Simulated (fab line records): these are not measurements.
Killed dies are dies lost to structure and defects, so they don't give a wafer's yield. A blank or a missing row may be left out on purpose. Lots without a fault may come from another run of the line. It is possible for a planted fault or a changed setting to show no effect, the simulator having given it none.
Which tool is to blame?    flow nandHarc    11 lots with 33 wafers sampled at 5 steps, on a route of 1302 steps

== WHAT EACH GAUGE READ, for each wafer ==
NHARC_END_SORT_01. Usual: killedAtArray 62, standard deviation 22; killedAtOther 1.0, standard deviation 1.4; killedAtPeriphery 4.2, standard deviation 2.8; killedDies 67, standard deviation 23; killedOpen 3.1, standard deviation 1.7; killedShort 2.1, standard deviation 1.5.
lot   measured      on         killedAtArray  killedAtOther  killedAtPeriphery  killedDies   killedOpen  killedShort  flag
L777  day 30 18:14  prober-01  676 674 675    1 0 1          0 3 1              677 677 677  0 3 4       3 2 2        OFF
L776  day 30 10:26  prober-01  676 673 674    0 0 0          1 4 3              677 677 677  0 4 1       1 2 3        OFF
L775  day 30 11:14  prober-02  672 673 669    0 0 0          5 4 8              677 677 677  4 1 2       1 0 7        OFF

== WHICH TOOL RAN EACH LOT (tool, then ch and the chambers of the sampled wafers, then the start) ==
lot   NHARC_A_CHANNEL_HOLE_D1_ETCH_38    NHARC_A_CHANNEL_HOLE_D1_ETCH_24  NHARC_A_CHANNEL_HOLE_D1_ETCH_33  NHARC_A_DECK1_JOINT_CVD_12
L763  rieDiel-07 ch 1,2, day 8 18:56     harEtch-02 ch 0,1, day 8 22:25   harEtch-02 ch 0,1, day 9 00:04   lpcvdPoly-01 ch 0, day 11 11:02
L766  rieDiel-01 ch 0,2,3, day 10 00:17  harEtch-01 ch 0,1, day 10 05:47  harEtch-01 ch 0,1, day 10 07:38  lpcvdPoly-01 ch 0, day 12 18:29
L769  rieDiel-07 ch 1,2,3, day 11 12:36  harEtch-02 ch 0,1, day 11 16:07  harEtch-02 ch 0,1, day 11 17:52  lpcvdPoly-03 ch 0, day 14 07:44
L770  rieDiel-04 ch 1,2, day 12 06:49    harEtch-02 ch 0,1, day 12 10:02  harEtch-02 ch 0,1, day 12 11:53  lpcvdPoly-04 ch 0, day 14 22:19
L777  rieDiel-01 ch 0,1, day 14 08:39    harEtch-02 ch 0,1, day 14 12:01  harEtch-02 ch 0,1, day 14 13:52  lpcvdPoly-04, day 17 04:45
L776  rieDiel-07 ch 0,1,3, day 14 09:43  harEtch-01 ch 0,1, day 14 12:56  harEtch-01 ch 0,1, day 14 14:48  lpcvdPoly-04, day 17 04:45
L775  rieDiel-04 ch 1,3, day 14 10:25    harEtch-02 ch 0, day 14 16:18    harEtch-02 ch 0, day 14 18:04    lpcvdPoly-04, day 17 04:45
L780  rieDiel-01 ch 1,2, day 16 09:44    harEtch-02 ch 0,1, day 16 14:49  harEtch-02 ch 0,1, day 16 16:34  lpcvdPoly-03 ch 0, day 19 02:43
L784  rieDiel-07 ch 0,2,3, day 17 07:55  harEtch-02 ch 0,1, day 17 15:40  harEtch-02 ch 0,1, day 17 17:31  lpcvdPoly-04 ch 0, day 20 04:31
L783  rieDiel-07 ch 1,2,3, day 17 09:01  harEtch-01 ch 0,1, day 17 18:23  harEtch-01 ch 0,1, day 17 19:56  lpcvdPoly-04 ch 0, day 20 04:31
L785  rieDiel-01 ch 0,1,3, day 18 01:53  harEtch-01 ch 0,1, day 18 06:37  harEtch-01 ch 0,1, day 18 08:22  lpcvdPoly-01 ch 0, day 20 19:03
- NHARC_A_CHANNEL_HOLE_D1_ETCH_38: etches the open film in CF4, target depth 39 nm, time 65 s.
- NHARC_A_CHANNEL_HOLE_D1_ETCH_24: etches the open film in C4F8/O2/Ar, time 906.2 s, target depth 1500 nm.
- NHARC_A_CHANNEL_HOLE_D1_ETCH_33: etches the open film in C4F8/O2/Ar, time 90 s, target depth 400 nm.
- NHARC_A_DECK1_JOINT_CVD_12: deposits poly-Si, target thk 90 nm, time 1800 s.

== AS READ BY THE TOOLS THEMSELVES (means over the sampled wafers that have a number; for cases with no such wafer, the mark the record gives instead) ==
NHARC_A_CHANNEL_HOLE_D1_ETCH_38. Usual: drypumpMotorCurrentA 5.9 A, standard deviation 0.44; mfcArSccm 0.006 sccm, standard deviation 0.0073; oesProductAu 1.004 a.u., standard deviation 0.011; rfVppV 150.8 V, standard deviation 0.98; showerheadPlenumPTorr 1.74 Torr, standard deviation 0.043; throttleValvePct 13.285 %, standard deviation 0.0087.
lot   tool        drypumpMotorCurrentA (A)  mfcArSccm (sccm)  oesProductAu (a.u.)  rfVppV (V)  showerheadPlenumPTorr (Torr)  throttleValvePct (%)  flag
L763  rieDiel-07  5.8                       0.000             1.016                151.0       1.71                          13.288                
L766  rieDiel-01  6.4                       0.001             0.992                150.5       1.73                          13.289                
L769  rieDiel-07  5.9                       0.004             1.005                151.3       1.71                          13.288                
L770  rieDiel-04  5.5                       0.006             1.004                150.9       1.76                          13.284                
L777  rieDiel-01  6.5                       0.002             0.984                150.1       1.70                          13.282                
L776  rieDiel-07  6.1                       0.009             1.006                150.7       1.74                          13.286                
L775  rieDiel-04  5.9                       0.002             1.004                150.2       1.70                          13.287                
L780  rieDiel-01  6.1                       0.000             1.001                150.4       1.75                          13.282                
L784  rieDiel-07  5.9                       0.009             1.007                150.5       1.73                          13.292                
L783  rieDiel-07  5.9                       0.004             1.009                150.7       1.71                          13.281                
L785  rieDiel-01  6.4                       0.001             0.998                150.9       1.73                          13.291                

NHARC_A_CHANNEL_HOLE_D1_ETCH_24. Usual: drypumpMotorCurrentA 5.4 A, standard deviation 0.51; mfcArSccm 375.2 sccm, standard deviation 0.91; showerheadPlenumPTorr 3.61 Torr, standard deviation 0.12; throttleValvePct 32.235 %, standard deviation 0.0082.
lot   tool        drypumpMotorCurrentA (A)  mfcArSccm (sccm)  showerheadPlenumPTorr (Torr)  throttleValvePct (%)  flag
L763  harEtch-02  4.9                       374.7             3.66                          32.245                
L766  harEtch-01  6.0                       375.2             3.68                          32.232                
L769  harEtch-02  4.9                       375.4             3.64                          32.231                
L770  harEtch-02  4.9                       375.5             3.54                          32.235                
L777  harEtch-02  5.0                       374.9             3.62                          32.239                
L776  harEtch-01  5.9                       374.7             3.60                          32.236                
L775  harEtch-02  5.0                       375.2             3.72                          32.231                
L780  harEtch-02  4.9                       374.3             3.51                          32.233                
L784  harEtch-02  4.9                       374.9             3.78                          32.236                
L783  harEtch-01  5.9                       375.3             3.58                          32.237                
L785  harEtch-01  5.9                       375.0             3.57                          32.231                

NHARC_A_CHANNEL_HOLE_D1_ETCH_33. Usual: drypumpMotorCurrentA 5.4 A, standard deviation 0.51; mfcArSccm 375.2 sccm, standard deviation 1.2; showerheadPlenumPTorr 3.65 Torr, standard deviation 0.13; throttleValvePct 27.620 %, standard deviation 0.0092.
lot   tool        drypumpMotorCurrentA (A)  mfcArSccm (sccm)  showerheadPlenumPTorr (Torr)  throttleValvePct (%)  flag
L763  harEtch-02  4.9                       374.9             3.71                          27.611                
L766  harEtch-01  6.0                       375.0             3.72                          27.617                
L769  harEtch-02  5.0                       375.6             3.69                          27.626                
L770  harEtch-02  4.9                       375.1             3.58                          27.622                
L777  harEtch-02  5.0                       374.7             3.67                          27.617                
L776  harEtch-01  5.9                       375.4             3.64                          27.625                
L775  harEtch-02  5.0                       375.4             3.77                          27.616                
L780  harEtch-02  4.9                       375.9             3.54                          27.614                
L784  harEtch-02  5.0                       375.7             3.83                          27.613                
L783  harEtch-01  5.9                       375.5             3.62                          27.618                
L785  harEtch-01  5.9                       375.0             3.61                          27.631                

NHARC_A_DECK1_JOINT_CVD_12. Usual: pressureMtorr 200.0 mTorr, standard deviation 0.4; runLengthS 1801.8 s, standard deviation 0.28; spikeTcLowerC 620.3 C, standard deviation 1; tubeCenterTempC 620 C, standard deviation 0.055; zonePowerCentrePct 9.1 %, standard deviation 0.6; zonePowerTopPct 17.9 %, standard deviation 0.84.
lot   tool          pressureMtorr (mTorr)  runLengthS (s)  spikeTcLowerC (C)  tubeCenterTempC (C)  zonePowerCentrePct (%)  zonePowerTopPct (%)  flag
L763  lpcvdPoly-01  200.1                  1802.1          620.9              620                  9.1                     18.5                 
L766  lpcvdPoly-01  200.2                  1801.6          619.9              620                  9.1                     18.5                 
L769  lpcvdPoly-03  200.1                  1801.9          622.0              620                  7.6                     18.4                 
L770  lpcvdPoly-04  199.9                  1801.4          620.3              620                  9.4                     16.9                 
L777  lpcvdPoly-04  -                      -               -                  -                    -                       -                    OFF
L776  lpcvdPoly-04  -                      -               -                  -                    -                       -                    OFF
L775  lpcvdPoly-04  -                      -               -                  -                    -                       -                    OFF
L780  lpcvdPoly-03  199.8                  1801.8          621.6              620                  7.5                     18.3                 
L784  lpcvdPoly-04  200.0                  1801.5          620.2              620                  9.4                     16.7                 
L783  lpcvdPoly-04  200.6                  1802.0          620.3              620                  9.5                     16.8                 
L785  lpcvdPoly-01  200.3                  1801.8          619.7              620                  9.2                     18.5                 

== THE ANSWER, worked out from the rows above alone ==
Rule: a lot is off if the mean of its wafers that have a number lies more than 3 standard deviations from the usual mean. Also off: a lot with no number at a reading for which 4 or more lots have one. Where the step has rows for the other lots, those lots are counted as sound. The gauges are gone through in route order, then the tools' own readings, and for those a lot's mean is taken as printed above. The first step at which some lot is off is used, and at that step the reading that is off furthest; a lot without a number counts as furthest.
Off at NHARC_END_SORT_01 (killedAtArray): L777, L776, L775. Neither off nor sound, because the step has no rows for them: L763, L766, L769, L770, L780, L784, L783, L785.
A tool fits if, at a process step before that reading, it ran every lot that is off, and no sound lot after the first of them. The gauges at NHARC_END_SORT_01 aren't tried: what is off there is off at NHARC_A_DECK1_JOINT_CVD_12 too, on other tools, and a gauge's error can't cause that. One fits: NHARC_A_DECK1_JOINT_CVD_12 on lpcvdPoly-04. It ran no sound lot before its first lot that is off in this sample, so the start can't be narrowed down.

== WHAT WAS PUT IN BY THE SIMULATOR ==
Whole step skipped at NHARC_A_DECK1_JOINT_CVD_12 on lpcvdPoly-04, starting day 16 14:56. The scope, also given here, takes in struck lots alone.
Shown lots that were struck: L776, L775, L777. Same finding as the rule above.
